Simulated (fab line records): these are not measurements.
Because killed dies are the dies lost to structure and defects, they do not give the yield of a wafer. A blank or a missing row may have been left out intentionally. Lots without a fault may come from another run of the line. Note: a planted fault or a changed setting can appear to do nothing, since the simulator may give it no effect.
Matching of chambers ; flow nand harc ; NHARC_A_BLC_STRIP_29 on rie diel-01: 4 sister chambers
The step strips in CF4. 8 wafers are shown with their chamber, then 12 later ones without.

WAFERS, EACH WITH ITS CHAMBER
wafer;chamber;drypump motor current A (A);rf vpp V (V)
L088.2;3;5.3;58.1
L088.5;0;5.6;58.6
L087.2;1;5.4;59.3
L087.5;3;5.3;57.8
L087.6;2;5.6;60.9
L089.2;1;5.4;60.5
L089.3;2;5.7;57.9
L089.4;0;5.6;59.2

WAFERS WHOSE CHAMBER IS MISSING
wafer;drypump motor current A (A);rf vpp V (V)
L092.2;5.7;59.0
L092.4;5.3;58.7
L092.5;5.7;59.4
L093.1;5.6;59.6
L093.2;5.3;59.2
L093.4;5.6;59.1
L095.2;5.3;58.0
L095.4;5.7;59.6
L095.5;5.3;58.1
L096.2;5.4;58.6
L096.4;5.7;59.1
L096.6;5.3;59.6

WHICH CHAMBER EACH ONE RAN IN
wafer;from the rows above;in truth
L092.2;can't be placed: 2 or 0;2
L092.4;3;3
L092.5;can't be placed: 2 or 0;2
L093.1;can't be placed: 0 or 2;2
L093.2;can't be placed: 3 or 1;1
L093.4;can't be placed: 0 or 2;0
L095.2;3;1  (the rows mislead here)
L095.4;can't be placed: 2 or 0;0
L095.5;3;3
L096.2;can't be placed: 1 or 3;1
L096.4;can't be placed: 2 or 0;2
L096.6;can't be placed: 3 or 1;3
Correctly placed: 2 of 12. Unplaceable from these rows: 9, with the true chamber sitting among the candidates in 9. 1 placed wrongly.
How it was worked out, from the rows above alone: a wafer's distance from a chamber is the root of the sum, over the readings, of the square of ((its reading less the chamber's mean) divided by the reading's scatter). The wafer belongs to the nearest chamber; if the next one is less than 2 further off, it can't be placed. The mean given for a chamber averages the wafers shown for that chamber. The scatter is the square root of a quotient: the sum, over the shown wafers, of each reading's squared deviation from its chamber's mean, divided by wafers minus chambers.
